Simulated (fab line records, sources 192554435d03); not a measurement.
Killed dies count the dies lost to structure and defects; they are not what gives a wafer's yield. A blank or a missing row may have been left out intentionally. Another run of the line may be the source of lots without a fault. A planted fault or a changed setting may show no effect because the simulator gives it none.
fab line records | flow n5-finfet
record: lots: 14 | wafers: 40 | last-day: 17
route steps=1938 shown BEOL_M2@910 BEOL_M3@931 BEOL_M4@1111
lots with no fault: from the same line, run without faults
start-h: start of the lot's first displayed wafer, in hours after the record's first day | wait-h: hours elapsed since this lot's preceding step | " identical to the entry in the row above | L1.1+2: a single row standing in for several wafers | - no value present, or no start provided | * or withheld: withheld | < > ~ a bound
route shown NAME@n: a module of which the file shows steps, and the number in the route of the first | usual: mean/standard deviation taken from wafers without a fault | same: alike in all rows | chamber/n: place in a boat | sites: the reading at each site | _std_site: standard deviation of those values | _edge_site: outer sites' mean less inner sites' | radius-mm: for every site, how far away it sits from the centre of the wafer | mask NAME#n: copy n | behind: the most recent tool/chamber to have shaped the wafer | hold: cause of the lot's hold/its duration in hours/its outcome | device: whichever transistor did not switch (one of n, p or np) | end of line: the same wafers' tests at the end of the route | a step with no rows: only its recipe | killed: at the first sort, the dies lost to defects and structure; wafer yield is something else | map: shows each die of a wafer: x if killed, . if not, _ if none is there
set.NAME: setting as actually run; set.NAME@STEP: the setting as run at that earlier step | model.NAME: the simulator's own value behind a step, which no gauge read
the route's steps for a sample of lots (tables are steps, rows are wafers)
services: the hour from which a tool's chamber was out of use, counted from the record's first day as start-h (under 0 if before that day), plus the number of hours and why
== steps ==
step: N5_BEOL_M2_SPUTTER_86
recipe: material: Cu | target-thk-a: 45 | temp-c: -20 | chamber-pressure-pa: 0.07 | power-w: withheld | time-s: 8.29
usual: throttle-valve-pct: 30.6/1.1
same: time-s: 8.29
lot.wafer | tool           | chamber | start-h | wait-h | throttle-valve-pct
L117.1    | pvd-sputter-03 | -       | 144.61  | 0.1    | 31.2
L117.3    | "              | -       | "       | "      | 30.5
L117.4    | "              | -       | "       | "      | 29.2
L118.2    | pvd-sputter-01 | -       | 155.08  | 0.1    | 30.4
L118.3    | "              | -       | "       | "      | 31.4
L118.5    | "              | -       | "       | "      | 31.5
L119.2    | pvd-sputter-01 | -       | 174.42  | 0.1    | 30.1
L119.5    | "              | -       | "       | "      | 30.3
L119.6    | "              | -       | "       | "      | 30.3
L120.1    | pvd-sputter-02 | -       | 174.56  | 0.1    | 30.5
L120.5    | "              | -       | "       | "      | 30.8
L120.6    | "              | -       | "       | "      | 30.5
L121.1    | pvd-sputter-02 | -       | 176.50  | 0.1    | 30.8
L121.3    | "              | -       | "       | "      | 29.8
L121.4    | "              | -       | "       | "      | 30.5
L123.1    | pvd-sputter-01 | -       | 177.27  | 0.1    | 30.0
L123.5    | "              | -       | "       | "      | 32.6
L123.6    | "              | -       | "       | "      | 31.5
L122.3    | pvd-sputter-01 | -       | 182.67  | 0.1    | 30.4
L122.4    | "              | -       | "       | "      | 32.9
L122.5    | "              | -       | "       | "      | 31.3
L125.2    | pvd-sputter-03 | -       | 197.74  | 0.1    | 28.6
L125.4    | "              | -       | "       | "      | 30.4
L125.5    | "              | -       | "       | "      | 28.8
L126.2    | pvd-sputter-02 | -       | 197.86  | 0.1    | 30.4
L126.5    | "              | -       | "       | "      | 30.5
L126.6    | "              | -       | "       | "      | 29.6
L128.1    | pvd-sputter-02 | -       | 231.83  | 0.1    | 30.4
L128.3    | "              | -       | "       | "      | 29.9
L128.4    | "              | -       | "       | "      | 30.3
L131.1    | pvd-sputter-03 | -       | 232.43  | 0.1    | 30.4
L131.3    | "              | -       | "       | "      | 28.9
L137.1    | pvd-sputter-03 | -       | 280.63  | 0.1    | 30.4
L137.3    | "              | -       | "       | "      | 28.7
L138.1    | pvd-sputter-02 | -       | 282.29  | 0.1    | 30.1
L138.3    | "              | -       | "       | "      | 30.7
L138.5    | "              | -       | "       | "      | 30.9
L139.3    | pvd-sputter-01 | -       | 288.48  | 0.1    | 32.7
L139.4    | "              | -       | "       | "      | 30.4
L139.6    | "              | -       | "       | "      | 31.3
step: N5_BEOL_M2_SPUTTER_96
recipe: material: Cu | target-thk-a: 45 | temp-c: -20 | chamber-pressure-pa: 0.07 | power-w: withheld | time-s: 8.29
usual: throttle-valve-pct: 30.6/1.2
same: time-s: 8.29
lot.wafer | tool           | chamber | start-h | wait-h | throttle-valve-pct
L117.1    | pvd-sputter-03 | -       | 145.71  | 0.1    | 31.1
L117.3    | "              | -       | "       | "      | 30.4
L117.4    | "              | -       | "       | "      | 28.9
L118.2    | pvd-sputter-01 | -       | 156.18  | 0.1    | 30.3
L118.3    | "              | -       | "       | "      | 31.2
L118.5    | "              | -       | "       | "      | 31.2
L119.2    | pvd-sputter-01 | -       | 175.52  | 0.1    | 29.9
L119.5    | "              | -       | "       | "      | 29.9
L119.6    | "              | -       | "       | "      | 30.8
L120.1    | pvd-sputter-02 | -       | 175.66  | 0.1    | 30.4
L120.5    | "              | -       | "       | "      | 31.0
L120.6    | "              | -       | "       | "      | 30.5
L121.1    | pvd-sputter-02 | -       | 177.60  | 0.1    | 30.8
L121.3    | "              | -       | "       | "      | 29.8
L121.4    | "              | -       | "       | "      | 30.4
L123.1    | pvd-sputter-01 | -       | 178.37  | 0.1    | 30.1
L123.5    | "              | -       | "       | "      | 32.6
L123.6    | "              | -       | "       | "      | 31.6
L122.3    | pvd-sputter-01 | -       | 183.77  | 0.1    | 30.3
L122.4    | "              | -       | "       | "      | 32.8
L122.5    | "              | -       | "       | "      | 31.4
L125.2    | pvd-sputter-03 | -       | 198.84  | 0.1    | 28.5
L125.4    | "              | -       | "       | "      | 30.4
L125.5    | "              | -       | "       | "      | 28.7
L126.2    | pvd-sputter-02 | -       | 198.96  | 0.1    | 30.1
L126.5    | "              | -       | "       | "      | 30.3
L126.6    | "              | -       | "       | "      | 29.8
L128.1    | pvd-sputter-02 | -       | 232.93  | 0.1    | 30.6
L128.3    | "              | -       | "       | "      | 29.8
L128.4    | "              | -       | "       | "      | 30.5
L131.1    | pvd-sputter-03 | -       | 233.53  | 0.1    | 30.6
L131.3    | "              | -       | "       | "      | 28.7
L137.1    | pvd-sputter-03 | -       | 281.73  | 0.1    | 30.5
L137.3    | "              | -       | "       | "      | 28.7
L138.1    | pvd-sputter-02 | -       | 283.39  | 0.1    | 30.5
L138.3    | "              | -       | "       | "      | 30.9
L138.5    | "              | -       | "       | "      | 31.0
L139.3    | pvd-sputter-01 | -       | 289.58  | 0.1    | 32.9
L139.4    | "              | -       | "       | "      | 30.3
L139.6    | "              | -       | "       | "      | 31.4
step: N5_BEOL_M3_ILD_DEP_00
recipe: material: SiOC | target-thk-a: 790 | temp-c: 350 | precursor: DEMS/O2 | pressure-torr: 5 | rf-w: 500 | time-s: 15.3
usual: heater-power-w: 477/71 | showerhead-plenum-p-Torr: 5.701/0.015 | throttle-valve-pct: 12.0/0.62
lot.wafer | tool     | chamber | start-h | wait-h | heater-power-w | showerhead-plenum-p-Torr | throttle-valve-pct
L117.1    | pecvd-02 | 2       | 147.12  | 0.0    | 475            | 5.697                    | 11.2
L117.3    | "        | 1       | "       | "      | 538            | 5.692                    | 11.6
L117.4    | "        | 0       | "       | "      | 480            | 5.684                    | 12.2
L118.2    | pecvd-02 | 2       | 157.31  | 0.0    | 509            | 5.713                    | 11.2
L118.3    | "        | 0       | "       | "      | 593            | 5.683                    | 12.0
L118.5    | "        | 2       | "       | "      | 517            | 5.700                    | 11.4
L119.2    | pecvd-02 | 1       | 176.63  | 0.0    | 515            | 5.699                    | 11.7
L119.5    | "        | 2       | "       | "      | 413            | 5.712                    | 11.6
L119.6    | "        | 0       | "       | "      | 547            | 5.700                    | 12.3
L120.1    | pecvd-04 | 1       | 176.88  | 0.0    | 590            | 5.701                    | 12.8
L120.5    | "        | 0       | "       | "      | 329            | 5.694                    | 13.2
L120.6    | "        | 2       | "       | "      | 383            | 5.708                    | 12.4
L121.1    | pecvd-04 | 2       | 178.80  | 0.0    | 362            | 5.701                    | 12.4
L121.3    | "        | 0       | "       | "      | 310            | 5.697                    | 13.3
L121.4    | "        | 2       | "       | "      | 375            | 5.687                    | 12.3
L123.1    | pecvd-03 | 1       | 179.48  | 0.0    | 473            | 5.742                    | 11.5
L123.5    | "        | 0       | "       | "      | 454            | 5.687                    | 12.1
L123.6    | "        | 1       | "       | "      | 477            | 5.743                    | 11.0
L122.3    | pecvd-02 | 0       | 184.91  | 0.1    | 554            | 5.684                    | 12.0
L122.4    | "        | 2       | "       | "      | 411            | 5.703                    | 11.5
L122.5    | "        | 0       | "       | "      | 576            | 5.674                    | 12.1
L125.2    | pecvd-02 | 0       | 200.01  | 0.0    | 581            | 5.687                    | 11.9
L125.4    | "        | 0       | "       | "      | 585            | 5.696                    | 12.0
L125.5    | "        | 1       | "       | "      | 496            | 5.686                    | 11.5
L126.2    | pecvd-04 | 0       | 200.07  | 0.0    | 336            | 5.699                    | 13.0
L126.5    | "        | 2       | "       | "      | 404            | 5.690                    | 12.1
L126.6    | "        | 1       | "       | "      | 568            | 5.709                    | 12.7
L128.1    | pecvd-03 | 2       | 234.96  | 0.0    | 523            | 5.702                    | 11.8
L128.3    | "        | 0       | "       | "      | 445            | 5.687                    | 12.0
L128.4    | "        | 2       | "       | "      | 534            | 5.706                    | 11.8
L131.1    | pecvd-03 | 0       | 235.59  | 0.0    | 491            | 5.679                    | 12.1
L131.3    | "        | 1       | "       | "      | 548            | 5.720                    | 11.2
L137.1    | pecvd-03 | 1       | 282.85  | 0.0    | 462            | 5.716                    | 11.2
L137.3    | "        | 0       | "       | "      | 468            | 5.673                    | 12.4
L138.1    | pecvd-04 | 2       | 284.50  | 0.0    | 402            | 5.697                    | 11.3
L138.3    | "        | 1       | "       | "      | 495            | 5.712                    | 13.0
L138.5    | "        | 0       | "       | "      | 382            | 5.703                    | 13.1
L139.3    | pecvd-02 | 2       | 290.69  | 0.0    | 467            | 5.707                    | 11.8
L139.4    | "        | 2       | "       | "      | 477            | 5.716                    | 11.7
L139.6    | "        | 1       | "       | "      | 447            | 5.702                    | 11.6
step: N5_BEOL_M3_THK_MEAS_01
recipe: reads: SiOC_of_BEOL_M3_ILD_DEP_00
usual: M3_ILD_THK: 79.4/1
lot.wafer | tool          | chamber | start-h | wait-h | M3_ILD_THK[nm]
L117.1    | film-metro-02 | -       | 147.18  | 0.0    | 79.8
L117.3    | "             | -       | "       | "      | 80.5
L117.4    | "             | -       | "       | "      | 81.5
L118.2    | film-metro-01 | -       | 157.37  | 0.1    | 80.7
L118.3    | "             | -       | "       | "      | 79.4
L118.5    | "             | -       | "       | "      | 80.6
L119.2    | film-metro-02 | -       | 176.70  | 0.1    | 79.2
L119.5    | "             | -       | "       | "      | 81.4
L119.6    | "             | -       | "       | "      | 79.5
L120.1    | film-metro-01 | -       | 176.95  | 0.0    | 78.5
L120.5    | "             | -       | "       | "      | 79.6
L120.6    | "             | -       | "       | "      | 80.3
L121.1    | film-metro-02 | -       | 178.87  | 0.0    | 78.5
L121.3    | "             | -       | "       | "      | 78.0
L121.4    | "             | -       | "       | "      | 79.8
L123.1    | film-metro-01 | -       | 179.55  | 0.0    | 78.7
L123.5    | "             | -       | "       | "      | 79.3
L123.6    | "             | -       | "       | "      | 79.6
L122.3    | film-metro-02 | -       | 184.98  | 0.1    | 79.2
L122.4    | "             | -       | "       | "      | 80.8
L122.5    | "             | -       | "       | "      | 79.4
L125.2    | film-metro-02 | -       | 200.07  | 0.1    | 78.3
L125.4    | "             | -       | "       | "      | 79.3
L125.5    | "             | -       | "       | "      | 79.4
L126.2    | film-metro-02 | -       | 200.14  | 0.1    | 77.8
L126.5    | "             | -       | "       | "      | 78.2
L126.6    | "             | -       | "       | "      | 78.8
L128.1    | film-metro-02 | -       | 235.03  | 0.0    | 79.4
L128.3    | "             | -       | "       | "      | 79.4
L128.4    | "             | -       | "       | "      | 80.2
L131.1    | film-metro-02 | -       | 235.66  | 0.0    | 45.8
L131.3    | "             | -       | "       | "      | 80.4
L137.1    | film-metro-02 | -       | 282.92  | 0.0    | 46.6
L137.3    | "             | -       | "       | "      | 79.4
L138.1    | film-metro-01 | -       | 284.57  | 0.0    | 78.9
L138.3    | "             | -       | "       | "      | 78.0
L138.5    | "             | -       | "       | "      | 80.1
L139.3    | film-metro-01 | -       | 290.76  | 0.1    | 80.0
L139.4    | "             | -       | "       | "      | 80.3
L139.6    | "             | -       | "       | "      | 80.3
step: N5_BEOL_M3_HM_DEP_02
recipe: material: TiN | target-thk-a: 200 | temp-c: 25 | chamber-pressure-pa: 0.49996
usual: throttle-valve-pct: 30.4/1.1
lot.wafer | tool           | chamber | start-h | wait-h | throttle-valve-pct
L117.1    | pvd-sputter-02 | -       | 147.73  | 0.5    | 31.0
L117.3    | "              | -       | "       | "      | 29.5
L117.4    | "              | -       | "       | "      | 30.5
L118.2    | pvd-sputter-03 | -       | 161.55  | 4.1    | 28.7
L118.3    | "              | -       | "       | "      | 28.8
L118.5    | "              | -       | "       | "      | 28.8
L119.2    | pvd-sputter-01 | -       | 179.37  | 2.6    | 30.6
L119.5    | "              | -       | "       | "      | 31.4
L119.6    | "              | -       | "       | "      | 30.5
L120.1    | pvd-sputter-01 | -       | 179.47  | 2.5    | 30.0
L120.5    | "              | -       | "       | "      | 32.6
L120.6    | "              | -       | "       | "      | 30.3
L121.1    | pvd-sputter-01 | -       | 180.17  | 1.2    | 31.3
L121.3    | "              | -       | "       | "      | 33.2
L121.4    | "              | -       | "       | "      | 30.4
L123.1    | pvd-sputter-01 | -       | 180.27  | 0.7    | 30.4
L123.5    | "              | -       | "       | "      | 32.8
L123.6    | "              | -       | "       | "      | 30.0
L122.3    | pvd-sputter-02 | -       | 185.76  | 0.7    | 30.9
L122.4    | "              | -       | "       | "      | 30.3
L122.5    | "              | -       | "       | "      | 30.9
L125.2    | pvd-sputter-01 | -       | 202.02  | 1.9    | 30.6
L125.4    | "              | -       | "       | "      | 30.0
L125.5    | "              | -       | "       | "      | 32.8
L126.2    | pvd-sputter-01 | -       | 202.12  | 1.9    | 32.8
L126.5    | "              | -       | "       | "      | 30.4
L126.6    | "              | -       | "       | "      | 31.1
L128.1    | pvd-sputter-02 | -       | 237.48  | 2.4    | 30.5
L128.3    | "              | -       | "       | "      | 30.9
L128.4    | "              | -       | "       | "      | 30.6
L131.1    | pvd-sputter-03 | -       | 237.55  | 1.8    | 28.6
L131.3    | "              | -       | "       | "      | 31.5
L137.1    | pvd-sputter-03 | -       | 283.37  | 0.4    | 28.7
L137.3    | "              | -       | "       | "      | 31.3
L138.1    | pvd-sputter-03 | -       | 285.89  | 1.3    | 31.4
L138.3    | "              | -       | "       | "      | 28.7
L138.5    | "              | -       | "       | "      | 30.5
L139.3    | pvd-sputter-03 | -       | 291.45  | 0.6    | 31.2
L139.4    | "              | -       | "       | "      | 30.4
L139.6    | "              | -       | "       | "      | 28.9
step: N5_BEOL_M4_RC_MEAS_101
usual: DIBL_N: 35.9/1.9 | DIBL_P: 35.8/2.4 | IOFF_N: 0.15/0.031 | IOFF_P: 0.21/0.037 | ION_N: 672/13 | ION_P: 462/8.3 | SS_N: 71.5/0.72 | SS_P: 73.2/0.67 | VT_N: 250/3.4 | VT_P: -250/3.4
lot.wafer | tool      | chamber | start-h | wait-h | DIBL_N[mV/V] | DIBL_P[mV/V] | IOFF_N[nA/um] | IOFF_P[nA/um] | ION_N[uA/um] | ION_P[uA/um] | SS_N[mV/dec] | SS_P[mV/dec] | VT_N[mV] | VT_P[mV]
L117.1    | prober-01 | 0       | 176.60  | 0.0    | 36.6         | 36.7         | 0.16          | 0.23          | 671          | 469          | 71.6         | 73.5         | 250      | -248
L117.3    | "         | 0       | "       | "      | 34.4         | 35.1         | 0.12          | 0.21          | 640          | 456          | 70.6         | 73.6         | 257      | -249
L117.4    | "         | 0       | "       | "      | 35.2         | 36.2         | 0.14          | 0.23          | 667          | 472          | 70.9         | 73.5         | 253      | -249
L118.2    | prober-02 | 0       | 184.98  | 0.2    | 32.8         | 33.2         | 0.11          | 0.14          | 650          | 452          | 70.8         | 72.9         | 255      | -258
L118.3    | "         | 0       | "       | "      | 33.6         | 34.1         | 0.11          | 0.14          | 640          | 435          | 70.8         | 73.1         | 259      | -259
L118.5    | "         | 0       | "       | "      | 32.4         | 32.9         | 0.10          | 0.13          | 651          | 444          | 70.5         | 72.6         | 258      | -258
L119.2    | prober-02 | 0       | 197.24  | 0.2    | 35.8         | 35.0         | 0.13          | 0.18          | 661          | 453          | 71.1         | 72.7         | 251      | -252
L119.5    | "         | 0       | "       | "      | 37.4         | 36.8         | 0.16          | 0.22          | 669          | 462          | 72.1         | 73.6         | 252      | -250
L119.6    | "         | 0       | "       | "      | 35.5         | 34.3         | 0.13          | 0.18          | 669          | 459          | 71.0         | 73.0         | 252      | -251
L123.1    | prober-02 | 0       | 203.01  | 0.0    | 35.9         | 36.7         | 0.16          | 0.22          | 684          | 462          | 70.7         | 73.4         | 248      | -252
L123.5    | "         | 0       | "       | "      | 33.1         | 32.7         | 0.11          | 0.16          | 657          | 456          | 70.2         | 71.7         | 252      | -254
L123.6    | "         | 0       | "       | "      | 36.3         | 36.9         | 0.17          | 0.22          | 678          | 460          | 71.2         | 73.2         | 247      | -248
L121.1    | prober-01 | 0       | 203.11  | 0.0    | 35.0         | 36.6         | 0.16          | 0.20          | 679          | 461          | 71.9         | 73.5         | 250      | -252
L121.3    | "         | 0       | "       | "      | 32.6         | 33.3         | 0.12          | 0.16          | 660          | 455          | 71.3         | 72.5         | 253      | -255
L121.4    | "         | 0       | "       | "      | 31.7         | 31.5         | 0.10          | 0.14          | 651          | 448          | 71.0         | 72.5         | 256      | -254
L122.3    | prober-02 | 0       | 204.25  | 0.6    | 35.1         | 36.0         | 0.15          | 0.20          | 675          | 460          | 71.0         | 73.3         | 249      | -250
L122.4    | "         | 0       | "       | "      | 37.4         | 37.4         | 0.18          | 0.23          | 683          | 466          | 71.9         | 74.1         | 248      | -251
L122.5    | "         | 0       | "       | "      | 38.2         | 37.8         | 0.18          | 0.24          | 668          | 467          | 73.1         | 73.8         | 248      | -249
L120.1    | prober-01 | 0       | 204.98  | 0.0    | 37.3         | 37.0         | 0.16          | 0.24          | 672          | 469          | 71.5         | 73.0         | 253      | -246
L120.5    | "         | 0       | "       | "      | 36.3         | 33.6         | 0.15          | 0.19          | 658          | 450          | 72.1         | 73.0         | 252      | -252
L120.6    | "         | 0       | "       | "      | 36.6         | 35.0         | 0.14          | 0.21          | 661          | 461          | 72.0         | 73.7         | 251      | -251
L125.2    | prober-02 | 0       | 220.61  | 0.2    | 37.3         | 35.6         | 0.15          | 0.20          | 661          | 455          | 72.2         | 73.8         | 252      | -250
L125.4    | "         | 0       | "       | "      | 40.0         | 39.7         | 0.20          | 0.27          | 683          | 464          | 73.4         | 73.9         | 248      | -249
L125.5    | "         | 0       | "       | "      | 34.2         | 33.6         | 0.11          | 0.18          | 652          | 455          | 71.5         | 72.0         | 255      | -252
L126.2    | prober-01 | 0       | 225.77  | 0.2    | 35.1         | 35.3         | 0.13          | 0.17          | 665          | 456          | 70.7         | 72.8         | 253      | -254
L126.5    | "         | 0       | "       | "      | 33.3         | 33.8         | 0.11          | 0.15          | 658          | 457          | 70.6         | 73.1         | 255      | -257
L126.6    | "         | 0       | "       | "      | 36.9         | 37.2         | 0.16          | 0.20          | 675          | 459          | 72.0         | 73.7         | 251      | -251
L128.1    | prober-01 | 0       | 253.06  | 0.0    | 38.2         | 38.1         | 0.20          | 0.28          | 686          | 473          | 71.8         | 74.0         | 245      | -246
L128.3    | "         | 0       | "       | "      | 34.0         | 32.7         | 0.13          | 0.19          | 665          | 461          | 70.9         | 72.1         | 251      | -249
L128.4    | "         | 0       | "       | "      | 36.5         | 35.6         | 0.17          | 0.24          | 675          | 469          | 70.3         | 73.5         | 250      | -246
L131.3    | prober-01 | 0       | 256.47  | 0.3    | 38.1         | 38.9         | 0.21          | 0.25          | 670          | 463          | 72.7         | 72.8         | 247      | -244
L138.1    | prober-01 | 0       | 310.02  | 0.0    | 38.1         | 39.6         | 0.19          | 0.26          | 677          | 462          | 72.5         | 74.5         | 246      | -246
L138.3    | "         | 0       | "       | "      | 37.9         | 38.2         | 0.18          | 0.23          | 696          | 474          | 72.1         | 74.2         | 249      | -248
L138.5    | "         | 0       | "       | "      | 35.8         | 37.0         | 0.15          | 0.20          | 674          | 464          | 71.2         | 74.0         | 251      | -251
L137.3    | prober-02 | 0       | 310.58  | 0.3    | 37.0         | 39.4         | 0.16          | 0.22          | 662          | 451          | 71.6         | 73.5         | 249      | -250
L139.3    | prober-02 | 0       | 313.89  | 0.3    | 34.6         | 33.6         | 0.13          | 0.20          | 674          | 473          | 70.6         | 72.7         | 250      | -251
L139.4    | "         | 0       | "       | "      | 36.8         | 35.7         | 0.17          | 0.23          | 690          | 475          | 71.4         | 73.0         | 249      | -247
L139.6    | "         | 0       | "       | "      | 36.9         | 35.7         | 0.16          | 0.23          | 682          | 473          | 71.3         | 72.5         | 253      | -247
== services ==
tool           | chamber | start-h | hours | kind
pvd-sputter-01 | -       | 129.15  | 1.9   | repair
pecvd-02       | 1       | 130.41  | 2.1   | scheduled-down
pecvd-04       | 0       | 154.02  | 4.6   | repair
pecvd-02       | 1       | 178.29  | 16.5  | scheduled-down
pecvd-04       | 0       | 192.99  | 2.1   | scheduled-down
pecvd-04       | 2       | 202.38  | -     | clean
pecvd-04       | 2       | 202.38  | -     | consumable-replace:showerhead
pecvd-04       | 2       | 202.38  | 29.0  | scheduled-down
pecvd-04       | 2       | 202.38  | 29.0  | vent-cycle
pecvd-02       | 0       | 216.74  | 2.1   | scheduled-down
pecvd-02       | -       | 228.51  | 0.7   | repair
pvd-sputter-02 | -       | 238.19  | 1.5   | repair
pecvd-03       | 0       | 262.20  | 2.1   | scheduled-down
pecvd-04       | -       | 275.15  | 6.0   | pm
pecvd-02       | 2       | 276.66  | 6.6   | repair
pvd-sputter-02 | -       | 285.64  | 5.0   | repair
pecvd-02       | -       | 286.30  | 0.9   | repair
== key ==
first-sign: step: N5_BEOL_M3_THK_MEAS_01 | reading: M3_ILD_THK | direction: down | sigmas: 32 | usual: 79.4 | struck: 46.2
effect none on later readings
met-at N5_BEOL_M3_ILD_DEP_00
struck-lots L131,L137
struck-wafers L131.1,L137.1
later-rows-left-out L131.1,L137.1
sort-left-out L131.1,L137.1
not-acting-at N5_BEOL_M2_SPUTTER_86,N5_BEOL_M2_SPUTTER_96,N5_BEOL_M3_HM_DEP_02
onset-between 234.96 235.59
fault: kind: process-parameter-drift | tool: pecvd-03 | chamber: - | onset-h: 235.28 | steps: N5_BEOL_M3_ILD_DEP_00 | channel: time-s | offset: * | shape: step | end-h: 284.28 | scope: struck-wafers-only | acts-in: * | stated: *
sort-left-out: the simulated sort isn't trusted on such a fault, so these wafers' sort isn't shown, and their yield isn't known
later-rows-left-out: the simulator's readings of these wafers behind a module that went badly wrong aren't trusted and aren't shown, but for the sort
